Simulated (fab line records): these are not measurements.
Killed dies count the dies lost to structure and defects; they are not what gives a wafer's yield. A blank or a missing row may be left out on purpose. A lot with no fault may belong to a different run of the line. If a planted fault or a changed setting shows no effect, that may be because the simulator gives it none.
fab line records -- flow n5Finfet
record: lots: 10, wafers: 26, lastDay: 17
route steps=1938 shown HKMG_FIN@387 BEOL_M4@1111 PASSIVATION@1936
lots with no fault: from the same line, run without faults
startH: hours from the record's first day to the start of the lot's first wafer shown -- waitH: time in hours since the lot's previous step -- " repeats the value in the row above -- L1.1+2: a row that stands for several wafers -- - either no value or no given start -- * or withheld: withheld -- < > ~ a bound
route shown NAME@n: a module of which the file shows steps, and the number in the route of the first -- usual: the fault-free wafers' mean and standard deviation -- same: alike in all rows -- chamber/n: place in a boat -- sites: readings site by site -- _std_site: standard deviation of those values -- _edge_site: mean of outer sites minus mean of inner sites -- radiusMm: for every site, how far away it sits from the centre of the wafer -- mask NAME#n: copy n -- behind: tool/chamber where the wafer was last shaped -- hold: reason for holding the lot/hours on hold/outcome of the hold -- device: the n, p or np transistor that did not switch -- end of line: the tests these same wafers got at the end of their route -- for a step that has no rows: nothing shown but its recipe -- killed: the dies lost at the first sort to structure and to defects; this is not the yield of the wafer -- map: the dies of a wafer, with x for killed, . for not killed, _ for no die there
set.NAME: the run value of the setting; set.NAME@STEP: its run value at that earlier step -- model.NAME: the simulator's own value behind a step, which no gauge read
steps of the route over a sample of lots; a table a step, a row a wafer
services: when a tool's chamber went out of use (startH, in hours from the record's first day, below 0 if earlier), for how many hours, and the reason
== steps ==
step: N5_HKMG_FIN_HK_ANNEAL_02
recipe: tempC: 700, timeS: 30, ambient: N2, idleTempC: 600, rampUpCPerS: 150, rampDownCPerS: 60, coolToC: 600
usual: lampPowerPct: 8.80/0.056, wafer_temp_C_max: 702.9/0.7
lot.wafer,tool,chamber,startH,waitH,lampPowerPct,wafer_temp_C_max
L551.2,rtpAnneal-02,0,79.46,0.1,8.86,703.7
L551.6,rtpAnneal-02,0,79.46,0.1,8.78,702.6
L552.2,rtpAnneal-02,0,85.92,0.2,8.74,701.6
L552.4,rtpAnneal-02,0,85.92,0.2,8.73,702.0
L553.2,rtpAnneal-01,0,91.11,0.4,8.77,702.1
L553.3,rtpAnneal-01,0,91.11,0.4,8.79,702.3
L557.1,rtpAnneal-01,0,115.19,0.1,8.82,702.8
L557.5,rtpAnneal-01,0,115.19,0.1,8.86,703.4
L564.3,rtpAnneal-01,0,156.05,0.2,8.85,704.6
L564.5,rtpAnneal-01,0,156.05,0.2,8.85,702.9
L564.6,rtpAnneal-01,0,156.05,0.2,8.82,703.3
L565.1,rtpAnneal-01,0,161.04,0.2,8.80,702.6
L565.2,rtpAnneal-01,0,161.04,0.2,8.85,703.0
L565.5,rtpAnneal-01,0,161.04,0.2,8.81,703.1
L566.2,rtpAnneal-02,0,166.18,0.2,8.82,702.1
L566.4,rtpAnneal-02,0,166.18,0.2,8.70,705.7
L566.6,rtpAnneal-02,0,166.18,0.2,8.88,702.1
L571.1,rtpAnneal-01,0,197.53,0.1,8.85,703.2
L571.3,rtpAnneal-01,0,197.53,0.1,8.77,702.5
L571.6,rtpAnneal-01,0,197.53,0.1,8.74,701.9
L572.2,rtpAnneal-02,0,204.62,0.1,8.77,703.3
L572.3,rtpAnneal-02,0,204.62,0.1,8.81,702.4
L572.6,rtpAnneal-02,0,204.62,0.1,8.91,702.2
L573.1,rtpAnneal-02,0,207.68,0.3,8.92,702.9
L573.3,rtpAnneal-02,0,207.68,0.3,8.79,703.1
L573.6,rtpAnneal-02,0,207.68,0.3,8.74,702.5
step: N5_HKMG_FIN_ETCH_54
recipe: chemistry: CF4, target: SiARC, targetDepthA: 455, maskMaterial: CAR-ArF, timeS: 75.8, ionEnergyEv: 80, pressureMtorr: 40, sourceW: 545, biasW: 36, Ar_flow_sccm: 100, cf4FlowSccm: 100, ends: cleared
usual: drypumpMotorCurrentA: 5.7/0.45, etchRfOnTimeS: 76/3.1, mfcArSccm: 100.01/0.28, oesProductAu: 0.65/0.065, rfVppV: 184.5/1.2, showerheadPlenumPTorr: 2.18/0.057, throttleValvePct: 15.66/0.24
lot.wafer,tool,chamber,startH,waitH,drypumpMotorCurrentA,etchRfOnTimeS,mfcArSccm,oesProductAu,rfHoursCounterH,rfVppV,showerheadPlenumPTorr,throttleValvePct
L551.2,rieDiel-05,2,80.31,0.0,6.3,72,100.32,0.75,62,187.1,2.28,15.50
L551.6,rieDiel-05,1,80.31,0.0,5.1,75,100.73,0.63,-,186.3,2.21,15.89
L552.2,rieDiel-04,1,86.64,0.0,5.1,75,99.97,0.62,194,185.6,2.21,15.95
L552.4,rieDiel-04,3,86.64,0.0,5.4,78,100.26,0.59,231,185.0,2.12,15.76
L553.2,rieDiel-06,0,91.96,0.0,5.7,80,99.89,0.66,96,184.0,2.17,15.41
L553.3,rieDiel-06,1,91.96,0.0,6.1,82,99.87,0.59,192,184.1,2.14,15.65
L557.1,rieDiel-06,0,116.14,0.0,5.7,79,100.11,0.67,107,184.2,2.16,15.42
L557.5,rieDiel-06,3,116.14,0.0,5.8,73,100.25,0.66,-,184.4,2.15,15.83
L564.3,rieDiel-06,1,156.96,0.0,6.1,81,99.68,0.58,219,184.6,2.13,15.72
L564.5,rieDiel-06,1,156.96,0.0,6.2,81,99.91,0.58,-,184.0,2.13,15.71
L564.6,rieDiel-06,2,156.96,0.0,6.1,73,99.85,0.66,-,186.2,2.22,15.21
L565.1,rieDiel-05,1,161.80,0.0,5.2,75,100.25,0.61,245,184.5,2.20,15.93
L565.2,rieDiel-05,2,161.80,0.0,6.4,72,99.62,0.72,93,184.7,2.26,15.55
L565.5,rieDiel-05,2,161.80,0.0,6.3,72,99.48,0.72,-,184.6,2.26,15.56
L566.2,rieDiel-05,2,166.90,0.0,6.3,72,100.12,0.72,94,185.9,2.26,15.57
L566.4,rieDiel-05,0,166.90,0.0,6.1,73,99.85,0.65,190,185.2,2.22,15.58
L566.6,rieDiel-05,1,166.90,0.0,5.2,76,100.26,0.61,-,184.9,2.20,15.93
L571.1,rieDiel-06,1,198.43,0.0,6.1,81,100.00,0.58,233,184.5,2.13,15.76
L571.3,rieDiel-06,0,198.43,0.0,5.7,78,100.25,0.64,138,183.1,2.15,15.47
L571.6,rieDiel-06,3,198.43,0.0,5.8,73,100.35,0.63,-,183.3,2.14,15.89
L572.2,rieDiel-04,2,205.86,0.0,4.8,78,99.79,0.57,248,187.0,2.19,16.01
L572.3,rieDiel-04,3,205.86,0.0,5.4,76,99.79,0.79,12,183.3,2.10,15.32
L572.6,rieDiel-04,1,205.86,0.0,5.1,75,100.09,0.59,-,185.4,2.20,16.03
L573.1,rieDiel-05,0,208.74,0.0,6.1,75,99.76,0.64,205,185.6,2.22,15.59
L573.3,rieDiel-05,1,208.74,0.0,5.2,75,99.73,0.85,4,186.1,2.20,15.42
L573.6,rieDiel-05,3,208.74,0.0,5.6,73,99.83,0.77,-,185.9,2.27,15.34
step: N5_HKMG_FIN_STRIP_60
recipe: chemistry: N2/H2, powerW: 2500, tempC: 300, h2Frac: 0.65, timeS: 360, pressureMtorr: withheld, n2FlowSccm: 1750, h2FlowSccm: 3250
usual: drypumpMotorCurrentA: 5.52/0.27, h2FlowSccm: 3249/10, heaterPowerW: 459/27, n2FlowSccm: 1750/5.5, tempC: 299.98/0.19
lot.wafer,tool,chamber,startH,waitH,drypumpMotorCurrentA,h2FlowSccm,heaterPowerW,n2FlowSccm,rfHoursCounterH,tempC
L551.2,plasmaAsher-01,1,81.15,0.0,5.95,3246,496,1746,37,299.69
L551.6,plasmaAsher-01,0,81.15,0.0,5.18,3245,489,1747,-,300.05
L552.2,plasmaAsher-01,0,87.48,0.0,5.19,3249,486,1750,38,300.16
L552.4,plasmaAsher-01,0,87.48,0.0,5.19,3252,487,1753,-,300.18
L553.2,plasmaAsher-02,1,92.80,0.0,5.41,3253,433,1745,93,299.94
L553.3,plasmaAsher-02,0,92.80,0.0,5.54,3274,438,1755,-,300.24
L557.1,plasmaAsher-02,0,116.98,0.0,5.53,3239,448,1752,100,299.99
L557.5,plasmaAsher-02,0,116.98,0.0,5.56,3251,447,1741,-,299.96
L564.3,plasmaAsher-02,0,157.93,0.1,-,-,-,-,-,-
L564.5,plasmaAsher-02,1,157.93,0.1,-,-,-,-,-,-
L564.6,plasmaAsher-02,0,157.93,0.1,-,-,-,-,-,-
L565.1,plasmaAsher-02,1,162.64,0.0,-,-,-,-,-,-
L565.2,plasmaAsher-02,0,162.64,0.0,-,-,-,-,-,-
L565.5,plasmaAsher-02,0,162.64,0.0,-,-,-,-,-,-
L566.2,plasmaAsher-02,1,167.75,0.0,-,-,-,-,-,-
L566.4,plasmaAsher-02,1,167.75,0.0,-,-,-,-,-,-
L566.6,plasmaAsher-02,0,167.75,0.0,-,-,-,-,-,-
L571.1,plasmaAsher-01,1,199.57,0.3,5.94,3250,483,1748,58,299.82
L571.3,plasmaAsher-01,1,199.57,0.3,5.94,3238,474,1741,-,299.69
L571.6,plasmaAsher-01,0,199.57,0.3,5.19,3255,488,1749,-,299.85
L572.2,plasmaAsher-01,0,206.88,0.2,5.18,3243,480,1750,61,300.01
L572.3,plasmaAsher-01,0,206.88,0.2,5.21,3239,490,1754,-,300.23
L572.6,plasmaAsher-01,1,206.88,0.2,5.96,3261,487,1758,-,300.25
L573.1,plasmaAsher-01,1,209.58,0.0,5.97,3252,481,1752,61,300.04
L573.3,plasmaAsher-01,0,209.58,0.0,5.19,3237,489,1745,-,300.13
L573.6,plasmaAsher-01,1,209.58,0.0,5.98,3266,498,1748,-,300.11
step: N5_HKMG_FIN_CVD_62
recipe: material: a-Si, targetThkA: 30, tempC: 500, precursor: Si2H6, pressureTorr: 1, timeS: 20.8
usual: heaterPowerOuterW: 894/46, heaterPowerW: 1359/74
lot.wafer,tool,chamber,startH,waitH,heaterPowerOuterW,heaterPowerW
L551.2,thermalCvdSi-01,1,82.00,0.2,903,1387
L551.6,thermalCvdSi-01,2,82.00,0.2,836,1244
L552.2,thermalCvdSi-02,0,88.49,0.2,954,1405
L552.4,thermalCvdSi-02,0,88.49,0.2,936,1388
L553.2,thermalCvdSi-01,2,93.65,0.2,840,1252
L553.3,thermalCvdSi-01,1,93.65,0.2,918,1342
L557.1,thermalCvdSi-01,0,117.83,0.2,818,1293
L557.5,thermalCvdSi-01,0,117.83,0.2,810,1284
L564.3,thermalCvdSi-01,2,158.67,0.2,834,1249
L564.5,thermalCvdSi-01,0,158.67,0.2,836,1314
L564.6,thermalCvdSi-01,2,158.67,0.2,835,1236
L565.1,thermalCvdSi-02,0,163.49,0.2,961,1365
L565.2,thermalCvdSi-02,2,163.49,0.2,887,1383
L565.5,thermalCvdSi-02,1,163.49,0.2,934,1426
L566.2,thermalCvdSi-01,2,168.59,0.2,873,1212
L566.4,thermalCvdSi-01,1,168.59,0.2,892,1355
L566.6,thermalCvdSi-01,2,168.59,0.2,853,1258
L571.1,thermalCvdSi-02,2,200.41,0.2,891,1337
L571.3,thermalCvdSi-02,1,200.41,0.2,918,1465
L571.6,thermalCvdSi-02,1,200.41,0.2,919,1506
L572.2,thermalCvdSi-01,2,207.74,0.2,847,1214
L572.3,thermalCvdSi-01,0,207.74,0.2,806,1322
L572.6,thermalCvdSi-01,2,207.74,0.2,860,1251
L573.1,thermalCvdSi-02,2,210.43,0.2,892,1373
L573.3,thermalCvdSi-02,0,210.43,0.2,976,1419
L573.6,thermalCvdSi-02,1,210.43,0.2,915,1525
step: N5_HKMG_FIN_INSPECT_14
recipe: mode: adi, inspectInstrument: macro
usual: rawDefectCount: 1.9/1.5
lot.wafer,tool,chamber,startH,waitH,rawDefectCount
L551.2,defectInspect-01,-,83.61,0.0,3
L551.6,defectInspect-01,-,83.61,0.0,1
L552.2,defectInspect-02,-,90.10,0.0,3
L552.4,defectInspect-02,-,90.10,0.0,2
L553.2,defectInspect-01,-,95.37,0.0,2
L553.3,defectInspect-01,-,95.37,0.0,5
L557.1,defectInspect-01,-,119.32,0.0,7
L557.5,defectInspect-01,-,119.32,0.0,2
L564.3,defectInspect-02,-,160.19,0.0,17
L564.5,defectInspect-02,-,160.19,0.0,20
L564.6,defectInspect-02,-,160.19,0.0,22
L565.1,defectInspect-02,-,165.11,0.0,17
L565.2,defectInspect-02,-,165.11,0.0,27
L565.5,defectInspect-02,-,165.11,0.0,14
L566.2,defectInspect-01,-,170.15,0.0,19
L566.4,defectInspect-01,-,170.15,0.0,22
L566.6,defectInspect-01,-,170.15,0.0,17
L571.1,defectInspect-02,-,202.02,0.0,2
L571.3,defectInspect-02,-,202.02,0.0,1
L571.6,defectInspect-02,-,202.02,0.0,2
L572.2,defectInspect-01,-,209.63,0.0,2
L572.3,defectInspect-01,-,209.63,0.0,1
L572.6,defectInspect-01,-,209.63,0.0,3
L573.1,defectInspect-01,-,212.03,0.0,1
L573.3,defectInspect-01,-,212.03,0.0,1
L573.6,defectInspect-01,-,212.03,0.0,2
step: N5_BEOL_M4_RC_MEAS_101
usual: DIBL_N: 37.5/2, DIBL_P: 37.5/2.5, IOFF_N: 0.18/0.042, IOFF_P: 0.24/0.046, ION_N: 677/15, ION_P: 464/9.5, SS_N: 72.0/0.76, SS_P: 73.6/0.79, VT_N: 249/3.5, VT_P: -249/3.2
lot.wafer,tool,chamber,startH,waitH,DIBL_N[mV/V],DIBL_P[mV/V],IOFF_N[nA/um],IOFF_P[nA/um],ION_N[uA/um],ION_P[uA/um],SS_N[mV/dec],SS_P[mV/dec],VT_N[mV],VT_P[mV]
L551.2,prober-02,0,170.18,0.2,37.0,38.6,0.17,0.23,691,466,72.8,74.1,247,-251
L551.6,prober-02,0,170.18,0.2,38.1,39.7,0.18,0.26,667,458,72.8,74.7,251,-249
L552.2,prober-01,0,173.71,0.2,34.7,34.3,0.14,0.18,698,476,71.2,72.8,254,-251
L552.4,prober-01,0,173.71,0.2,38.8,37.2,0.21,0.21,670,459,73.5,73.6,247,-253
L553.2,prober-01,0,181.31,0.2,36.9,37.5,0.16,0.20,657,451,72.8,73.8,251,-256
L553.3,prober-01,0,181.31,0.2,37.5,39.2,0.18,0.23,670,455,72.1,74.4,249,-250
L557.1,prober-02,0,204.86,0.0,36.8,37.1,0.14,0.24,645,448,70.6,73.9,254,-251
L557.5,prober-02,0,204.86,0.0,38.7,38.1,0.19,0.25,679,464,71.8,73.3,247,-249
L571.1,prober-02,0,294.48,0.0,39.4,38.3,0.23,0.24,708,470,72.3,74.6,244,-249
L571.3,prober-02,0,294.48,0.0,37.3,34.9,0.18,0.19,685,465,71.6,72.8,248,-250
L571.6,prober-02,0,294.48,0.0,37.4,36.5,0.18,0.20,693,467,72.1,73.8,247,-251
L572.2,prober-01,0,305.41,0.2,39.4,39.4,0.22,0.25,683,457,72.8,74.8,244,-249
L572.3,prober-01,0,305.41,0.2,34.4,34.4,0.12,0.18,672,465,71.4,73.1,251,-254
L572.6,prober-01,0,305.41,0.2,39.7,40.4,0.23,0.28,697,474,72.3,74.5,241,-249
L573.1,prober-02,0,307.06,0.0,37.1,36.8,0.19,0.20,668,454,72.8,73.0,248,-253
L573.3,prober-02,0,307.06,0.0,35.2,35.5,0.13,0.18,659,452,71.5,73.1,251,-253
L573.6,prober-02,0,307.06,0.0,38.5,38.6,0.20,0.23,673,457,72.3,74.2,248,-249
step: N5_PASSIVATION_PROBE_49
usual: defectLimitedYield: 91.8/1.5, killed_at_M0_to_M3: 33/11, killed_at_M4_up: 13/5, killedAtContacts: 11/5.6, killedAtFrontEnd: 36/12, killedAtOther: 3.4/2.5, killedDies: 97/18, killedOnRim: 12/4.2, killedOpen: 64/13, killedShort: 31/6.9, sort_bin_5_function: 4.8/1, sort_bin_6_memory: 3.1/0.64, sort_bin_8_speed: 0.00/0.014, sortNPass: 1083/18, sortYieldPct: 91.8/1.5
same: grossDies: 1180, killedAtBackSide: 0, sort_bin_4_leakage[%]: 0
lot.wafer,tool,chamber,startH,waitH,defectLimitedYield[%],killed_at_M0_to_M3,killed_at_M4_up,killedAtContacts,killedAtFrontEnd,killedAtOther,killedDies,killedOnRim,killedOpen,killedShort,sort_bin_5_function[%],sort_bin_6_memory[%],sort_bin_8_speed[%],sortNPass,sortYieldPct[%]
L551.2,prober-02,-,277.19,0.1,92.5,31,13,7,35,2,88,10,60,28,3.7,3.5,0,1092,92.5
L551.6,prober-02,-,277.39,0.3,92.1,47,10,9,27,0,93,6,57,35,4.0,3.6,0,1087,92.1
L552.2,prober-01,-,279.25,0.1,93.2,24,14,8,28,6,80,12,57,22,3.5,2.8,0.08,1100,93.2
L552.4,prober-01,-,279.35,0.2,92.8,27,12,12,32,2,85,12,59,24,4.2,3.0,0,1095,92.8
L553.2,prober-01,-,286.15,0.1,92.0,41,12,7,26,8,94,14,64,30,4.3,3.4,0,1086,92.0
L553.3,prober-01,-,286.20,0.1,91.7,38,17,3,32,8,98,12,65,33,5.3,2.8,0,1082,91.7
L557.1,prober-02,-,311.83,0.0,91.9,31,14,17,32,1,95,13,64,31,4.2,3.6,0,1085,91.9
L557.5,prober-02,-,312.03,0.2,92.2,28,14,9,35,6,92,12,64,28,5.1,2.5,0,1088,92.2
L565.1,prober-02,-,352.65,0.0,0,46,14,12,1103,5,1180,152,81,42,95.9,4.1,0,0,0
L565.2,prober-02,-,352.70,0.1,0,51,12,19,1097,1,1180,152,114,57,94.5,4.8,0,0,0
L565.5,prober-02,-,352.85,0.2,0,43,16,1,1119,1,1180,152,63,47,96.0,3.6,0,0,0
L564.3,prober-02,-,355.45,0.1,0,28,8,4,1139,1,1180,152,52,23,97.4,2.5,0,0,0
L564.5,prober-02,-,355.55,0.2,0,31,16,5,1127,1,1180,152,54,30,96.9,2.8,0,0,0
L564.6,prober-02,-,355.60,0.3,0,28,14,3,1129,6,1180,152,49,29,96.9,2.7,0,0,0
L566.2,prober-01,-,370.22,0.1,0,46,22,19,1088,5,1180,152,81,41,95.2,4.6,0,0,0
L566.4,prober-01,-,370.32,0.2,0,34,20,22,1098,6,1180,152,79,36,95.7,4.3,0,0,0
L566.6,prober-01,-,370.42,0.3,0,21,13,11,1130,5,1180,152,63,33,96.4,3.6,0,0,0
L571.1,prober-01,-,393.27,0.0,90.1,35,15,24,42,1,117,13,77,39,6.3,3.3,0,1063,90.1
L571.3,prober-01,-,393.37,0.1,89.9,38,18,21,38,4,119,10,83,35,6.2,3.6,0,1061,89.9
L571.6,prober-01,-,393.52,0.3,92.2,23,10,18,40,1,92,10,55,37,4.3,3.4,0,1088,92.2
L572.2,prober-02,-,409.43,0.1,93.3,36,4,10,29,0,79,17,51,28,4.1,2.5,0,1101,93.3
L572.3,prober-02,-,409.48,0.1,93.1,26,20,3,33,0,82,12,57,24,3.7,2.9,0,1098,93.1
L572.6,prober-02,-,409.63,0.3,90.9,38,17,13,39,0,107,11,80,27,5.2,3.9,0,1073,90.9
L573.1,prober-01,-,409.45,0.0,91.7,36,12,11,35,4,98,15,63,33,5.3,2.9,0,1082,91.7
L573.3,prober-01,-,409.55,0.1,89.6,48,14,3,52,6,123,16,85,38,6.0,4.2,0,1057,89.6
L573.6,prober-01,-,409.70,0.3,89.8,56,21,10,24,9,120,8,77,41,6.0,3.9,0,1060,89.8
killed by level:class
L551.2 BEOL_M2:geometricParticle:open=9 GATE_CUT:geometricParticle:short=8 GATE_CUT:geometricParticle:open=6 MOL_CONTACT_COAG:geometricParticle:open=6 DUMMY_GATE:geometricParticle:open=5 BEOL_M0_SAQP:geometricParticle:open=5 BEOL_M0_SAQP:geometricParticle:short=4 BEOL_M1:geometricParticle:open=4
L551.6 BEOL_M1:geometricParticle:open=17 BEOL_M0_SAQP:geometricParticle:short=11 GATE_CUT:geometricParticle:short=6 MOL_CONTACT_COAG:geometricParticle:open=6 BEOL_M2:geometricParticle:open=6 BEOL_M4:geometricParticle:open=5 FIN_SAQP:geometricParticle:open=4 STI_FIN_REVEAL:geometricParticle:open=4
L552.2 BEOL_M3:geometricParticle:open=10 FIN_SAQP:geometricParticle:open=9 BEOL_M0_SAQP:geometricParticle:short=7 GATE_CUT:geometricParticle:open=5 MOL_CONTACT_COAG:geometricParticle:open=5 DUMMY_GATE:geometricParticle:open=3 MOL_CONTACT_COAG:geometricParticle:short=3 BEOL_M0_SAQP:geometricParticle:open=3
L552.4 MOL_CONTACT_COAG:geometricParticle:open=10 FIN_SAQP:geometricParticle:open=8 BEOL_M0_SAQP:geometricParticle:short=8 FIN_SAQP:geometricParticle:short=5 BEOL_M0_SAQP:geometricParticle:open=5 BEOL_M2:geometricParticle:open=5 BEOL_M7:geometricParticle:open=5 BEOL_M3:geometricParticle:open=4
L553.2 BEOL_M0_SAQP:geometricParticle:short=14 FIN_SAQP:geometricParticle:open=11 BEOL_M0_SAQP:geometricParticle:open=11 BEOL_M3:geometricParticle:open=6 MOL_CONTACT_COAG:geometricParticle:open=5 BEOL_M4:geometricParticle:open=5 GATE_CUT:geometricParticle:short=4 BEOL_M0:geometricParticle:open=4
L553.3 FIN_SAQP:geometricParticle:open=12 BEOL_M0_SAQP:geometricParticle:short=11 BEOL_M0_SAQP:geometricParticle:open=10 BEOL_M4:geometricParticle:open=9 FIN_SAQP:geometricParticle:short=5 BEOL_M2:geometricParticle:open=5 DUMMY_GATE:geometricParticle:open=4 BEOL_M1:geometricParticle:open=4
L557.1 MOL_CONTACT_COAG:geometricParticle:open=14 BEOL_M0_SAQP:geometricParticle:open=10 BEOL_M0_SAQP:geometricParticle:short=8 BEOL_M3:geometricParticle:open=5 STARTING-WAFER:geometricParticle:open=5 DUMMY_GATE:geometricParticle:open=4 ILD0:geometricParticle:short=4 GATE_CUT:geometricParticle:open=4
L557.5 GATE_CUT:geometricParticle:short=9 BEOL_M0_SAQP:geometricParticle:open=8 BEOL_M1:geometricParticle:open=8 FIN_SAQP:geometricParticle:open=7 DUMMY_GATE:geometricParticle:open=7 MOL_CONTACT_COAG:geometricParticle:open=7 BEOL_M0_SAQP:geometricParticle:short=5 BEOL_M8:geometricParticle:open=5
L565.1 HKMG_FIN:areaAld=1054 FIN_SAQP:geometricParticle:open=16 BEOL_M0_SAQP:geometricParticle:open=16 BEOL_M0_SAQP:geometricParticle:short=14 MOL_CONTACT_COAG:geometricParticle:open=10 FIN_SAQP:geometricParticle:short=5 STI_FIN_REVEAL:geometricParticle:open=5 DUMMY_GATE:geometricParticle:open=5
L565.2 HKMG_FIN:areaAld=1008 FIN_SAQP:geometricParticle:open=30 FIN_SAQP:geometricParticle:short=16 STI_FIN_REVEAL:geometricParticle:open=14 MOL_CONTACT_COAG:geometricParticle:open=13 BEOL_M0_SAQP:geometricParticle:short=13 GATE_CUT:geometricParticle:open=12 BEOL_M0_SAQP:geometricParticle:open=9
L565.5 HKMG_FIN:areaAld=1069 FIN_SAQP:geometricParticle:open=10 FIN_SAQP:geometricParticle:short=10 BEOL_M0_SAQP:geometricParticle:short=10 BEOL_M1:geometricParticle:open=9 BEOL_M3:geometricParticle:open=7 GATE_CUT:geometricParticle:short=5 GATE_CUT:geometricParticle:open=5
L564.3 HKMG_FIN:areaAld=1105 STI_FIN_REVEAL:geometricParticle:open=9 BEOL_M3:geometricParticle:open=9 BEOL_M0_SAQP:geometricParticle:open=7 FIN_SAQP:geometricParticle:open=6 BEOL_M1:geometricParticle:open=5 FIN_SAQP:geometricParticle:short=3 STI_FIN_REVEAL:geometricParticle:short=3
L564.5 HKMG_FIN:areaAld=1095 STI_FIN_REVEAL:geometricParticle:open=11 BEOL_M0_SAQP:geometricParticle:short=7 BEOL_M0_SAQP:geometricParticle:open=7 MOL_CONTACT_COAG:geometricParticle:open=5 BEOL_M0:geometricParticle:short=5 BEOL_M3:geometricParticle:open=5 FIN_SAQP:geometricParticle:open=4
L564.6 HKMG_FIN:areaAld=1101 BEOL_M3:geometricParticle:open=7 FIN_SAQP:geometricParticle:open=6 BEOL_M0_SAQP:geometricParticle:short=6 FIN_SAQP:geometricParticle:short=5 BEOL_M0:geometricParticle:open=5 BEOL_M4:geometricParticle:open=5 BEOL_M1:geometricParticle:open=4
L566.2 HKMG_FIN:areaAld=1057 MOL_CONTACT_COAG:geometricParticle:open=18 BEOL_M1:geometricParticle:open=11 FIN_SAQP:geometricParticle:short=10 BEOL_M3:geometricParticle:open=9 BEOL_M0_SAQP:geometricParticle:short=7 BEOL_M0_SAQP:geometricParticle:open=6 STI_FIN_REVEAL:geometricParticle:open=5
L566.4 HKMG_FIN:areaAld=1064 MOL_CONTACT_COAG:geometricParticle:open=20 BEOL_M4:geometricParticle:open=10 FIN_SAQP:geometricParticle:short=7 BEOL_M0_SAQP:geometricParticle:open=7 FIN_SAQP:geometricParticle:open=6 STI_FIN_REVEAL:geometricParticle:open=6 BEOL_M0_SAQP:geometricParticle:short=6
L566.6 HKMG_FIN:areaAld=1083 STI_FIN_REVEAL:geometricParticle:open=11 MOL_CONTACT_COAG:geometricParticle:open=11 FIN_SAQP:geometricParticle:short=10 BEOL_M4:geometricParticle:open=8 BEOL_M1:geometricParticle:open=8 DUMMY_GATE:geometricParticle:open=6 FIN_SAQP:geometricParticle:open=5
L571.1 MOL_CONTACT_COAG:geometricParticle:open=21 BEOL_M0_SAQP:geometricParticle:short=9 GATE_CUT:geometricParticle:short=9 BEOL_M0_SAQP:geometricParticle:open=8 FIN_SAQP:geometricParticle:open=7 BEOL_M2:geometricParticle:open=7 FIN_SAQP:geometricParticle:short=6 BEOL_M1:geometricParticle:open=6
L571.3 MOL_CONTACT_COAG:geometricParticle:open=20 BEOL_M2:geometricParticle:open=9 GATE_CUT:geometricParticle:short=8 BEOL_M0_SAQP:geometricParticle:open=8 BEOL_M3:geometricParticle:open=7 BEOL_M5:geometricParticle:open=7 FIN_SAQP:geometricParticle:short=5 BEOL_M2:geometricParticle:short=5
L571.6 MOL_CONTACT_COAG:geometricParticle:open=13 FIN_SAQP:geometricParticle:open=12 FIN_SAQP:geometricParticle:short=10 BEOL_M0_SAQP:geometricParticle:short=8 BEOL_M0_SAQP:geometricParticle:open=6 MOL_CONTACT_COAG:geometricParticle:short=5 STI_FIN_REVEAL:geometricParticle:open=4 BEOL_M2:geometricParticle:open=4
L572.2 MOL_CONTACT_COAG:geometricParticle:open=9 FIN_SAQP:geometricParticle:short=8 BEOL_M1:geometricParticle:open=7 BEOL_M0:geometricParticle:open=5 BEOL_M2:geometricParticle:open=5 BEOL_M3:geometricParticle:open=5 STI_FIN_REVEAL:geometricParticle:open=4 GATE_CUT:geometricParticle:short=4
L573.1 BEOL_M2:geometricParticle:open=11 STI_FIN_REVEAL:geometricParticle:open=10 MOL_CONTACT_COAG:geometricParticle:open=10 BEOL_M0_SAQP:geometricParticle:short=8 BEOL_M3:geometricParticle:open=7 STARTING-WAFER:geometricParticle:short=6 FIN_SAQP:geometricParticle:open=4 BEOL_M1:geometricParticle:open=4
L572.3 BEOL_M4:geometricParticle:open=11 STI_FIN_REVEAL:geometricParticle:open=8 BEOL_M2:geometricParticle:open=8 BEOL_M3:geometricParticle:short=5 STARTING-WAFER:geometricParticle:open=5 FIN_SAQP:geometricParticle:open=4 BEOL_M0_SAQP:geometricParticle:open=4 FIN_SAQP:geometricParticle:short=3
L573.3 FIN_SAQP:geometricParticle:open=23 BEOL_M1:geometricParticle:open=16 FIN_SAQP:geometricParticle:short=10 BEOL_M0_SAQP:geometricParticle:open=8 BEOL_M2:geometricParticle:open=8 BEOL_M0_SAQP:geometricParticle:short=6 DUMMY_GATE:geometricParticle:open=4 BEOL_M3:geometricParticle:open=4
L572.6 BEOL_M2:geometricParticle:open=11 BEOL_M4:geometricParticle:open=11 FIN_SAQP:geometricParticle:short=10 MOL_CONTACT_COAG:geometricParticle:open=10 DUMMY_GATE:geometricParticle:open=10 BEOL_M3:geometricParticle:open=7 STI_FIN_REVEAL:geometricParticle:open=6 BEOL_M1:geometricParticle:open=6
L573.6 BEOL_M2:geometricParticle:open=15 BEOL_M1:geometricParticle:open=10 BEOL_M0_SAQP:geometricParticle:open=10 BEOL_M3:geometricParticle:short=10 BEOL_M0_SAQP:geometricParticle:short=7 FIN_SAQP:geometricParticle:open=6 MOL_CONTACT_COAG:geometricParticle:open=6 BEOL_M4:geometricParticle:open=6
== services ==
tool,chamber,startH,hours,kind
rieDiel-06,1,80.31,8.1,repair
rieDiel-06,0,81.71,7.0,repair
rieDiel-06,3,86.99,2.4,repair
rieDiel-06,2,88.53,27.7,repair
plasmaAsher-01,-,109.99,14.6,pm
rieDiel-04,0,110.81,-,clean
rieDiel-04,0,110.81,-,consumableReplace:focusRing
rieDiel-04,0,110.81,37.8,scheduledDown
thermalCvdSi-02,1,128.66,6.6,repair
thermalCvdSi-01,-,129.02,28.1,pm
rieDiel-05,3,131.35,-,clean
rieDiel-05,3,131.35,-,consumableReplace:focusRing
rieDiel-05,3,131.35,-,consumableReplace:showerhead
rieDiel-05,3,131.35,13.3,scheduledDown
rieDiel-05,3,131.35,13.3,ventCycle
thermalCvdSi-01,0,166.09,10.3,repair
rieDiel-05,1,178.48,-,clean
rieDiel-05,1,178.48,-,consumableReplace:focusRing
rieDiel-05,1,178.48,18.8,scheduledDown
rieDiel-05,1,178.48,18.8,ventCycle
thermalCvdSi-01,-,186.19,6.0,pm
rtpAnneal-02,-,197.54,3.0,pm
plasmaAsher-02,-,197.62,14.6,pm
rieDiel-06,0,207.22,4.4,repair
== key ==
firstSign: step: N5_HKMG_FIN_STRIP_60, reading: toolRecord, direction: missing
effect: step: N5_HKMG_FIN_INSPECT_14, reading: rawDefectCount, direction: up, sigmas: 11, usual: 1.9, struck: 19.4
effect: step: N5_PASSIVATION_PROBE_49, reading: sort_bin_5_function, direction: up, sigmas: 91, usual: 4.8, struck: 96.1
moreKillsBornAt: N5_HKMG_FIN_ALD_79@aldMetal-03: 9636
metAt N5_HKMG_FIN_STRIP_60
struckLots L564,L565,L566
laterRowsLeftOut L564.3,L564.5,L564.6,L565.1,L565.2,L565.5,L566.2,L566.4,L566.6
notActingAt N5_HKMG_FIN_HK_ANNEAL_02,N5_HKMG_FIN_ETCH_54,N5_HKMG_FIN_CVD_62
onsetBetween 116.98 157.93
fault: kind: skippedStepWhole, tool: plasmaAsher-02, chamber: -, onsetH: 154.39, steps: N5_HKMG_FIN_STRIP_60, scope: struckLotsOnly
laterRowsLeftOut: the simulator's readings of these wafers behind a module that went badly wrong aren't trusted and aren't shown, but for the sort
